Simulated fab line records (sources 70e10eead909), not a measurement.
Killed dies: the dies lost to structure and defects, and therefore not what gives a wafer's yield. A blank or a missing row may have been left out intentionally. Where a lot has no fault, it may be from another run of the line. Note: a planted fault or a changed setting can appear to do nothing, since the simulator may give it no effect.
2 desks looking at one fault + flow nandHarc + what lay behind the numbers comes last; until then each desk has only its own

== AT THE METROLOGY DESK ==
Means of the sampled wafers that have a number, per lot and without regard to the tool the lot ran on: this is what the gauges read. The brackets show how far a lot's mean lies from the usual mean; more than 4 standard deviations puts the lot out of limits, marked OUT.
Columns: A = cdNm at NHARC_P_GATE_CD_MEAS_26, usual 120.0 nm
| lot  | first seen here | A                |
|------|-----------------|------------------|
| L979 | day 5 01:56     | 120.3            |
| L982 | day 5 23:35     | 120.3            |
| L984 | day 6 09:48     | 120.2            |
| L991 | day 8 04:37     | 120.2            |
| L994 | day 8 17:50     | 120.2            |
| L993 | day 8 18:24     | 123.1 (+6.7) OUT |
| L996 | day 9 04:42     | 121.9 (+4.2) OUT |
| L997 | day 9 05:02     | 120.1            |
| L998 | day 9 17:40     | 120.1            |
| L101 | day 10 01:43    | 120.5            |
| L100 | day 10 02:03    | 119.9            |
Finding of this desk: L993, L996 out of limits; the first was L993 at day 8 18:24, on cdNm at NHARC_P_GATE_CD_MEAS_26. In limits: L979, L982, L984, L991, L994, L997, L998, L101, L100.

== THE TOOL OWNER'S DESK: arfiScanner-03 ==
The tool's own readings at NHARC_P_GATE_EXPOSE_23 (exposes mask P GATE, target cd 120 nm): means of the sampled wafers that have a number, for each lot that ran on this tool. The brackets show how far a lot's mean lies from the usual mean; more than 4 standard deviations puts the lot out of limits, marked OUT.
Columns: A = exposureDoseMJCm2 at NHARC_P_GATE_EXPOSE_23, usual 93.93
| lot  | first seen here | A               |
|------|-----------------|-----------------|
| L982 | day 5 23:27     | 93.98           |
| L984 | day 6 09:40     | 93.98           |
| L994 | day 8 17:42     | 93.97           |
| L993 | day 8 18:16     | 90.08 (-42) OUT |
| L996 | day 9 04:34     | 89.96 (-43) OUT |
Finding of this desk: L993, L996 out of limits; the first was L993 at day 8 18:16, on exposureDoseMJCm2 at NHARC_P_GATE_EXPOSE_23. In limits: L982, L984, L994.

== BROUGHT TOGETHER ==
At day 8 18:16, on L993, L996, the tool owner's desk was in a position to raise an alarm.
On L993, L996, the metrology desk was in a position to raise an alarm at day 8 18:24.
On arfiScanner-03, each named lot ran NHARC_P_GATE_EXPOSE_23.

== WHAT THE SIMULATOR HAD PUT IN ==
Process parameters drifting: arfiScanner-03 at NHARC_P_GATE_EXPOSE_23, beginning at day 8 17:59. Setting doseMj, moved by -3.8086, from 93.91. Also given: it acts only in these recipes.
Struck lots among those shown: L993, L996.
Time in hours from fault onset to the first out-of-limits reading at each desk: tool owner's desk 0, metrology desk 0.
